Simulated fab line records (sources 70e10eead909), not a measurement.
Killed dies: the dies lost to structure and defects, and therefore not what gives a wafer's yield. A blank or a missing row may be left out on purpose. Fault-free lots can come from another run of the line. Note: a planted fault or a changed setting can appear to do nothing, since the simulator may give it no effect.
The tool behind it: which one? -- flow nand_harc -- 12 lots, 36 wafers sampled, at 5 steps of a route of 1302

== WHAT THE GAUGES READ, wafer by wafer ==
NHARC_P_GATE_CD_MEAS_59 targets a cd of 720 nm.
lot,measured,on,cd_nm (nm)
L980,day 5 10:57,cd_sem-03,722.1 718.9 719.1
L984,day 7 06:24,cd_sem-01,720.8 719.9 717.6
L992,day 10 13:41,cd_sem-02,721.3 720.9 720.2
L993,day 11 18:58,cd_sem-02,720.1 725.6 722.8
L994,day 11 19:20,cd_sem-03,723.5 720.8 721.5
L996,day 12 05:27,cd_sem-03,723.3 720.5 716.4
L995,day 12 06:03,cd_sem-03,721.8 720.5 723.2
L997,day 12 13:31,cd_sem-01,718.6 721.6 717.0
L999,day 13 14:37,cd_sem-02,721.9 721.6 721.2
L100,day 13 23:51,cd_sem-02,725.5 722.3 722.4
L102,day 14 20:41,cd_sem-03,721.9 723.5 721.5
L101,day 14 20:52,cd_sem-03,718.9 719.9 720.4

NHARC_P_CONTACT_OVL_MEAS_13.
lot,measured,on,overlay_x_nm (nm),overlay_y_nm (nm)
L980,day 5 17:46,overlay-01,-0.3 -0.2 -0.1,-0.4 -1.1 -0.9
L984,day 7 12:47,overlay-01,-0.3 -0.3 -0.2,0.7 1.3 1.0
L992,day 10 21:16,overlay-02,0.2 0.7 0.7,0.8 1.0 1.2
L993,day 12 01:28,overlay-01,1.1 1.7 1.1,-0.4 -0.4 0.2
L994,day 12 01:49,overlay-02,-0.9 -0.3 -0.6,0.4 0.1 0.9
L996,day 12 11:55,overlay-02,1.2 0.1 0.3,0.5 0.7 0.3
L995,day 12 12:42,overlay-02,0.9 0.7 1.6,1.3 0.9 0.8
L997,day 12 19:59,overlay-02,-0.4 0.0 -0.8,1.1 0.1 0.8
L999,day 13 21:07,overlay-02,0.5 0.6 0.2,0.0 0.0 0.8
L100,day 14 06:37,overlay-01,-2.0 -1.9 -1.3,-0.5 -0.2 -0.5
L102,day 15 03:40,overlay-02,-1.5 -0.7 -1.0,0.1 -0.6 -0.2
L101,day 15 03:56,overlay-02,-1.2 -0.8 -1.6,0.4 0.3 -0.4

NHARC_END_SORT_01.
lot,measured,on,killed_at_array,killed_at_other,killed_at_periphery,killed_dies,killed_open,killed_short
L992,day 29 14:43,prober-02,48 59 60,0 0 1,629 618 616,677 677 677,0 3 7,1 1 0
L993,day 30 14:36,prober-02,65 28 37,1 1 1,611 648 639,677 677 677,4 4 3,5 1 4
L994,day 31 21:36,prober-01,79 57 86,1 1 0,597 619 591,677 677 677,1 4 7,3 1 3

== WHICH TOOL RAN EACH LOT (tool, then ch and the chambers of the sampled wafers, then the start) ==
lot,NHARC_P_CONTACT_ETCH_35,NHARC_P_CONTACT_STRIP_28
L980,"rie_diel-12 ch 1,2, day 5 17:57","rie_diel-13 ch 1,2,3, day 5 18:50"
L984,"rie_diel-06 ch 0,1,3, day 7 12:59","rie_diel-13 ch 0,1,3, day 7 13:52"
L992,"rie_diel-13 ch 0,1,2, day 10 21:28","rie_diel-06 ch 0,1,2, day 10 22:21"
L993,"rie_diel-12 ch 1,2, day 12 01:39","rie_diel-12 ch 0,2, day 12 02:31"
L994,"rie_diel-06 ch 0,1,3, day 12 02:01","rie_diel-12 ch 1,2, day 12 02:52"
L996,"rie_diel-06 ch 0,2,3, day 12 12:07","rie_diel-06 ch 1,2,3, day 12 13:01"
L995,"rie_diel-13 ch 0,1,2, day 12 12:53","rie_diel-12 ch 1,2,3, day 12 13:46"
L997,"rie_diel-13 ch 1,2,3, day 12 20:11","rie_diel-12 ch 1,3, day 12 21:02"
L999,"rie_diel-12 ch 1,2,3, day 13 21:19","rie_diel-13 ch 0,1,2, day 13 22:12"
L100,"rie_diel-13 ch 1,2,3, day 14 06:49","rie_diel-06 ch 0,2,3, day 14 07:40"
L102,"rie_diel-12 ch 1,3, day 15 03:52","rie_diel-12 ch 1,2,3, day 15 04:44"
L101,"rie_diel-06 ch 1,3, day 15 04:08","rie_diel-13 ch 0,2,3, day 15 05:22"
- NHARC_P_CONTACT_ETCH_35: etches the open film in CF4, target depth 39 nm, time 65 s.
- NHARC_P_CONTACT_STRIP_28: strips in O2.

== WHAT THE TOOLS THEMSELVES READ (means of the sampled wafers that have a number; where no wafer has one, the mark that the record gives instead) ==
NHARC_P_CONTACT_ETCH_35.
lot,tool,bias_w (W),cf4_flow_sccm (sccm),drypump_motor_current_A (A),oes_product_au (a.u.),rf_vpp_V (V),showerhead_plenum_p_Torr (Torr),throttle_valve_pct (%)
L980,rie_diel-12,99.87,150.1,5.6,1.006,150.1,1.70,13.277
L984,rie_diel-06,99.97,150.2,5.5,1.000,152.3,1.82,13.279
L992,rie_diel-13,-,-,-,-,-,-,-
L993,rie_diel-12,-,-,-,-,-,-,-
L994,rie_diel-06,-,-,-,-,-,-,-
L996,rie_diel-06,99.91,150.5,5.5,0.996,152.4,1.84,13.283
L995,rie_diel-13,99.80,150.1,5.2,1.011,151.2,1.77,13.284
L997,rie_diel-13,99.87,150.0,5.6,1.001,151.3,1.78,13.272
L999,rie_diel-12,100.08,150.3,5.6,0.996,150.0,1.71,13.276
L100,rie_diel-13,100.10,149.9,5.6,1.000,151.9,1.78,13.285
L102,rie_diel-12,100.10,150.0,5.8,1.005,151.0,1.71,13.286
L101,rie_diel-06,99.95,149.6,5.8,0.990,151.6,1.81,13.296

NHARC_P_CONTACT_STRIP_28.
lot,tool,drypump_motor_current_A (A),o2_flow_sccm (sccm),oes_product_au (a.u.),rf_vpp_V (V),showerhead_plenum_p_Torr (Torr),throttle_valve_pct (%)
L980,rie_diel-13,5.6,499.6,1.001,57.9,3.56,17.042
L984,rie_diel-13,5.3,499.0,1.006,57.6,3.63,17.028
L992,rie_diel-06,5.5,499.8,1.008,58.5,3.63,17.034
L993,rie_diel-12,5.7,499.5,0.992,58.8,3.54,17.036
L994,rie_diel-12,5.6,502.1,1.013,57.5,3.36,17.040
L996,rie_diel-06,5.7,500.8,1.000,58.4,3.62,17.043
L995,rie_diel-12,5.7,500.4,0.993,57.5,3.41,17.038
L997,rie_diel-12,5.8,499.9,0.994,57.6,3.42,17.037
L999,rie_diel-13,5.2,501.9,1.005,58.1,3.54,17.037
L100,rie_diel-06,5.5,500.6,0.994,57.5,3.66,17.037
L102,rie_diel-12,5.7,500.9,0.995,57.6,3.40,17.032
L101,rie_diel-13,5.6,499.2,0.995,57.9,3.49,17.033

== THE ANSWER, worked out from the rows above alone ==
Rule: usual is defined by the lots themselves. The widest of any qualifying gaps counts: lots, ordered by their means at a reading, are off when they make up no more than a third of the lots, leave a main group of 4 or more, and stand apart from it by 3 or more times the standard deviation of that group's means. A main group whose means are all the same, to the digits that the tables above print for the reading, isn't used. A lot without any number at a reading at which 4 lots or more have one is off too. Where the step has rows for the other lots, those lots are counted as sound. After the gauges, taken in route order, come the tools' own readings; for these a lot's mean is taken, as printed above. At the first step where some lot is off, the reading lying furthest off is the one used; lots without a number count as furthest.
Off: L992, L993, L994, at NHARC_P_CONTACT_ETCH_35 (bias_w). Without a number there: L992, L993, L994. Mean 99.96 W and standard deviation 0.1 in the main group.
If a tool, at that step or one of the process steps before it, ran each lot that is off and ran no sound lot following the first of them, it fits. Not one of the candidates tried fits.

== WHAT THE SIMULATOR HAD INSERTED ==
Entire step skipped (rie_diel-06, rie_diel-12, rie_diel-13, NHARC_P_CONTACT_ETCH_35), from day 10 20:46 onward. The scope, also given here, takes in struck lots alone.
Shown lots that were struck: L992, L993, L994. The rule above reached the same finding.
